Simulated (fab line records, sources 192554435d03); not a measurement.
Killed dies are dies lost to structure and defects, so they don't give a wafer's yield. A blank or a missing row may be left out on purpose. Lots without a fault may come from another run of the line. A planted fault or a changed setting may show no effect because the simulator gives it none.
One fault seen from 3 desks | flow n5_finfet | each desk has only its own numbers; what lay behind them comes last

THE DEFECT DESK
What the inspections along the route counted, lot by lot: means of the sampled wafers that have a number. A lot is out of limits, marked OUT, if its mean lies more than 4 standard deviations from the usual mean; the brackets give that distance.
Columns: A = raw_defect_count at N5_BEOL_M2_INSPECT_59, usual 76
lot  | first seen here | A
L684 | day 7 09:05     | 55
L686 | day 8 05:59     | 63
L687 | day 8 07:17     | 95
L688 | day 9 00:10     | 107
L690 | day 9 09:19     | 63
L692 | day 9 12:00     | 100
L693 | day 9 17:35     | 63
L696 | day 10 06:20    | 61
L697 | day 10 09:39    | 74
L704 | day 12 20:44    | 96
This desk's finding: nothing out of limits on any of the 10 lots.

THE TOOL OWNER'S DESK: cvd_co-01
The tool's own readings at N5_BEOL_M2_CO_CAP_55 (material Co, precursor CCTBA/H2, target thk 2 nm, time 102.1 s): means of the sampled wafers that have a number, for each lot that ran on this tool. A lot is out of limits, marked OUT, if its mean lies more than 4 standard deviations from the usual mean; the brackets give that distance.
Columns: A = heater_power_w at N5_BEOL_M2_CO_CAP_55, usual 234 W; B = run_length_s at N5_BEOL_M2_CO_CAP_55, usual 125.4 s
lot  | first seen here | A   | B
L684 | day 7 08:52     | 219 | 124.6
L687 | day 8 07:05     | 229 | 125.3
L692 | day 9 11:47     | 215 | 125.0
L693 | day 9 17:23     | 217 | 124.8
L696 | day 10 06:08    | 233 | 113.2 (-20) OUT
L697 | day 10 09:26    | 218 | 107.3 (-30) OUT
This desk's finding: out of limits on L696, L697; first on L696, day 10 06:08 (run_length_s at N5_BEOL_M2_CO_CAP_55). In limits: L684, L687, L692, L693.

THE METROLOGY DESK
What the gauges read, lot by lot, whatever tool the lot ran on: means of the sampled wafers that have a number. A lot is out of limits, marked OUT, if its mean lies more than 4 standard deviations from the usual mean; the brackets give that distance. Of its 11 readings 7 are shown: those that lie furthest out on some lot.
Columns: A = M2_RS at N5_BEOL_M2_RS_MEAS_58, usual 0.671 ohm/sq; B = DIBL_N at N5_BEOL_M4_RC_MEAS_101, usual 36.4 mV/V; C = DIBL_P at N5_BEOL_M4_RC_MEAS_101, usual 36.4 mV/V; D = IOFF_N at N5_BEOL_M4_RC_MEAS_101, usual 0.156 nA/um; E = ION_P at N5_BEOL_M4_RC_MEAS_101, usual 463 uA/um; F = VT_N at N5_BEOL_M4_RC_MEAS_101, usual 250 mV; G = VT_P at N5_BEOL_M4_RC_MEAS_101, usual -250.3 mV
lot  | first seen here | A     | B    | C    | D     | E   | F   | G
L684 | day 7 09:04     | 0.669 | 37.3 | 34.9 | 0.150 | 462 | 253 | -249.6
L686 | day 8 05:58     | 0.648 | 35.2 | 36.3 | 0.156 | 458 | 249 | -248.4
L687 | day 8 07:16     | 0.675 | 35.9 | 34.7 | 0.159 | 457 | 248 | -251.8
L688 | day 9 00:08     | 0.647 | 34.6 | 35.4 | 0.129 | 471 | 251 | -248.8
L690 | day 9 09:17     | 0.723 | 37.5 | 35.3 | 0.170 | 470 | 249 | -248.1
L692 | day 9 11:58     | 0.644 | 36.9 | 39.0 | 0.187 | 465 | 244 | -247.9
L693 | day 9 17:34     | 0.678 | 36.3 | 37.1 | 0.152 | 459 | 252 | -249.1
L696 | day 10 06:19    | 0.699 | 35.4 | 35.6 | 0.133 | 459 | 253 | -253.7
L697 | day 10 09:37    | 0.736 | 37.8 | 34.0 | 0.135 | 463 | 252 | -250.7
L704 | day 12 20:43    | 0.639 | 35.4 | 35.3 | 0.142 | 467 | 252 | -249.2
This desk's finding: nothing out of limits on any of the 10 lots.

PUT TOGETHER
The tool owner's desk could have raised an alarm at day 10 06:08, on L696, L697.
The defect desk saw nothing out of limits.
The metrology desk saw nothing out of limits.
The defect desk has L696, L697 on record, within its limits.
The metrology desk has L696, L697 on record, within its limits.
Of the lots named, all ran N5_BEOL_M2_CO_CAP_55 on cvd_co-01.

WHAT THE SIMULATOR HAD PUT IN
Process parameter drift: cvd_co-01, from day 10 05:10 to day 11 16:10, at N5_BEOL_M2_CO_CAP_55. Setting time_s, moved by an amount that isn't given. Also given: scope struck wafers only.
Lots struck among those shown: L696, L697.
Hours from the fault's start to each desk's first reading out of limits: the tool owner's desk, 1.
